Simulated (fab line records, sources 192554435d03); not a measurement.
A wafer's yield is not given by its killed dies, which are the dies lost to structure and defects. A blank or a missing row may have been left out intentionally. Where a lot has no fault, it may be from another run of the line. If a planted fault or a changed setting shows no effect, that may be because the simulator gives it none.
Chamber matching + flow n5-finfet + N5_BEOL_M8_CURE_75 on uv-cure-01: 3 sister chambers
The step cures SiCOH lowk, time 120 s. 3 wafers are shown with their chamber, then 10 later ones without.

WAFERS PAIRED WITH THEIR CHAMBERS
| wafer  | chamber | wafer_temp_C_max |
|--------|---------|------------------|
| L080.6 | 1       | 371.7            |
| L089.6 | 2       | 373.1            |
| L088.3 | 0       | 371.6            |

WAFERS WITHOUT THEIR CHAMBER
| wafer  | wafer_temp_C_max |
|--------|------------------|
| L088.6 | 371.3            |
| L092.1 | 373.2            |
| L092.2 | 372.6            |
| L092.3 | 373.9            |
| L096.1 | 372.0            |
| L096.2 | 372.5            |
| L096.4 | 372.4            |
| L096.3 | 372.8            |
| L096.5 | 372.2            |
| L096.6 | 372.2            |

THE CHAMBER EACH PASSED THROUGH
| wafer  | from the rows above          | in truth |
|--------|------------------------------|----------|
| L088.6 | can't be placed: 0 or 1      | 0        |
| L092.1 | 2                            | 2        |
| L092.2 | can't be placed: 2 or 1 or 0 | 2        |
| L092.3 | 2                            | 2        |
| L096.1 | can't be placed: 1 or 0 or 2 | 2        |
| L096.2 | can't be placed: 2 or 1 or 0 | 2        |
| L096.4 | can't be placed: 1 or 2 or 0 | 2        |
| L096.3 | can't be placed: 2 or 1 or 0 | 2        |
| L096.5 | can't be placed: 1 or 0 or 2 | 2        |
| L096.6 | can't be placed: 1 or 0 or 2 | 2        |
Correctly placed: 2 of 10. Can't be placed from these rows: 8 (the true chamber is among the candidates in 8). Placed wrongly: 0.
How it was worked out, from the rows above alone: a wafer's distance from a chamber is the root of the sum, over the readings, of the square of ((its reading less the chamber's mean) divided by the reading's scatter). The wafer belongs to the nearest chamber; if the next one is less than 2 further off, it can't be placed. Each chamber's mean is taken over the wafers shown for it. The scatter: root of mean squared gap, hidden wafer to nearest shown wafer, with one shown wafer a chamber.
